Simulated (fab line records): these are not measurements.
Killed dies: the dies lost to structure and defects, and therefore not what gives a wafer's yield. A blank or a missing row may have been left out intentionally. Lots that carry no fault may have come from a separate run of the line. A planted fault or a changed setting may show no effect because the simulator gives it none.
Comparing a struck lot with a sound one || flow n5 finfet || 18 out of 1938 route steps
Sound: these wafers, L341.3, L341.4, L341.6. Wafers struck: L333.1, L333.3, L333.4. The cause is named last.
Each step with rows lists, per side, the tool, then ch with its chambers, then its first start. Under that, the readings that differ: sound wafers || struck wafers || difference of the means || sigmas: that difference in standard deviations of wafers without a fault.
alike: words and numbers the same on both sides, and readings whose means are apart by under 2 such deviations; not compared: readings that were withheld, readings missing a value for some wafer, numbers with overlapping values and no deviation given by the record, and bounds like >300 which may hide the same value.
The two part at a step that has a row with sigmas, a row that says differs or no value, or rows on one side only. Non-overlapping numbers with no deviation appear without sigmas and do not part them. Lack of a reading on every wafer of one side parts them only where that side has two or more wafers.

first, 1 step without rows for these wafers: N5_ZERO_LAYER_SRD_01 (time 30 s, dry time 30 s).
N5_ZERO_LAYER_PECVD_02: deposits SiO2 from SiH4/N2O, target thk 10 nm, time 6 s.
  sound on pecvd-03 ch 0,2, day 6 12:17; struck on pecvd-01 ch 0,2, day 4 12:17
{"reading": "heater power outer w (W)", "sound": "439 389 425", "struck": "511 602 521", "difference": "+127", "sigmas": "+2"}
{"reading": "heater power w (W)", "sound": "691 681 688", "struck": "829 993 831", "difference": "+198", "sigmas": "+3"}
  alike: showerhead plenum p Torr, susceptor temp C
then, 8 steps without rows for these wafers: N5_ZERO_LAYER_HMDS_04 (time 60 s); N5_ZERO_LAYER_COAT_05 (resist thk 1000 nm); N5_ZERO_LAYER_EBR_07; N5_ZERO_LAYER_SOFTBAKE_06 (time 90 s); N5_ZERO_LAYER_EXPOSE_08 (exposes mask ZERO, defocus 0 nm, target cd 2000 nm); N5_ZERO_LAYER_PEB_09; N5_ZERO_LAYER_DEVELOP_10 (develop time 60 s); N5_ZERO_LAYER_HARDBAKE_23 (time 120 s).
N5_ZERO_LAYER_CD_MEAS_11: target cd 2000 nm.
  sound on cd sem-02 ch 0, day 6 12:38; struck on cd sem-03 ch 0, day 4 12:38
{"reading": "cd nm (nm)", "sound": "1997.1 1994.8 1999.3", "struck": "1999.5 2001.4 2004.4", "difference": "+4.7", "sigmas": "+2"}
N5_ZERO_LAYER_DESCUM_16: chemistry O2, time 7.9 s.
  sound on rie diel-03 ch 0,1,2, day 6 12:41; struck on rie diel-06 ch 0,1,3, day 4 12:41
  alike: drypump motor current A, oes product au, rf vpp V, showerhead plenum p Torr, throttle valve pct
  not compared: rf hours counter h
N5_ZERO_LAYER_ETCH_17: etches SiO2 in CF4, target depth 12 nm, time 13.3 s.
  sound on rie diel-03 ch 0,1,2, day 6 12:43; struck on rie diel-06 ch 0,1,3, day 4 12:43
  no value came back on the struck wafers for any of 7 readings (bias w (W), cf4 flow sccm (sccm) and others); on the sound wafers bias w (W) reads 217.2 214.4 216.2
{"reading": "model.coat_of_ZERO_LAYER_COAT_05.thk nm (nm)", "sound": "973.5 977 972.9", "struck": "981.7 980.8 983.9", "difference": "+7.7", "sigmas": ""}
  not compared: rf hours counter h
N5_ZERO_LAYER_ETCH_18: etches Si in HBr/Cl2, target depth 120 nm, time 40 s.
  sound on rie si-02 ch 0,2,3, day 6 12:47; struck on rie si-02 ch 0,1,2, day 4 12:47
{"reading": "model.coat_of_ZERO_LAYER_COAT_05.thk nm (nm)", "sound": "933.2 936.9 933.1", "struck": "941.7 940.1 944.8", "difference": "+7.8", "sigmas": ""}
  alike: HBr_flow_sccm, bias w, drypump motor current A, oes product au, throttle valve pct
  not compared: rf hours counter h
N5_ZERO_LAYER_STRIP_24: strips in O2.
  sound on plasma asher-01 ch 0,1, day 6 12:55; struck on plasma asher-01 ch 0,1, day 4 12:53
{"reading": "strip time to endpoint s (s)", "sound": "43.92 44.03 43.92", "struck": "44.18 44.14 44.28", "difference": "+0.24", "sigmas": "+3"}
  alike: drypump motor current A, heater power w, oes product au
  not compared: rf hours counter h
then, 1 step without rows for these wafers: N5_ZERO_LAYER_STRIP_19 (strips in SPM, time 900 s).
N5_BEOL_M4_RC_MEAS_101:
  the record has rows for the sound wafers here (prober-01 ch 0, day 14 07:25) and none for the struck ones
-- here the record skips 12 days between the struck wafers' starts before and after, leaving off in module BEOL_M4 and picking up in module PASSIVATION (first step shown: number 1936 of the route) --
N5_PASSIVATION_PROBE_49:
  struck on prober-02, day 16 17:03; sound on prober-02, day 19 06:38
{"reading": "defect limited yield (%)", "sound": "95.1 91.4 94.3", "struck": "0 0 0", "difference": -94, "sigmas": -67}
{"reading": "killed at front end", "sound": "20 25 19", "struck": "1117 1114 1101", "difference": "+1089", "sigmas": "+91"}
{"reading": "killed dies", "sound": "58 102 67", "struck": "1180 1180 1180", "difference": "+1104", "sigmas": "+65"}
{"reading": "killed on rim", "sound": "2 14 7", "struck": "152 152 152", "difference": "+144", "sigmas": "+34"}
{"reading": "killed short", "sound": "22 29 25", "struck": "39 40 41", "difference": "+15", "sigmas": "+2"}
{"reading": "sort_bin_5_function (%)", "sound": "2.4 5.2 2.7", "struck": "96.7 95.8 95.5", "difference": "+92.6", "sigmas": "+98"}
{"reading": "sort n pass", "sound": "1122 1078 1113", "struck": "0 0 0", "difference": -1104, "sigmas": -65}
{"reading": "sort yield pct (%)", "sound": "95.1 91.4 94.3", "struck": "0 0 0", "difference": -94, "sigmas": -67}
  alike: killed_at_M0_to_M3, killed_at_M4_up, killed at contacts, killed at other, killed open, sort_bin_6_memory

== WHERE THEY PART ==
At N5_ZERO_LAYER_PECVD_02 first; at N5_PASSIVATION_PROBE_49 last (within this record only).

WHY: the cause the simulator had injected
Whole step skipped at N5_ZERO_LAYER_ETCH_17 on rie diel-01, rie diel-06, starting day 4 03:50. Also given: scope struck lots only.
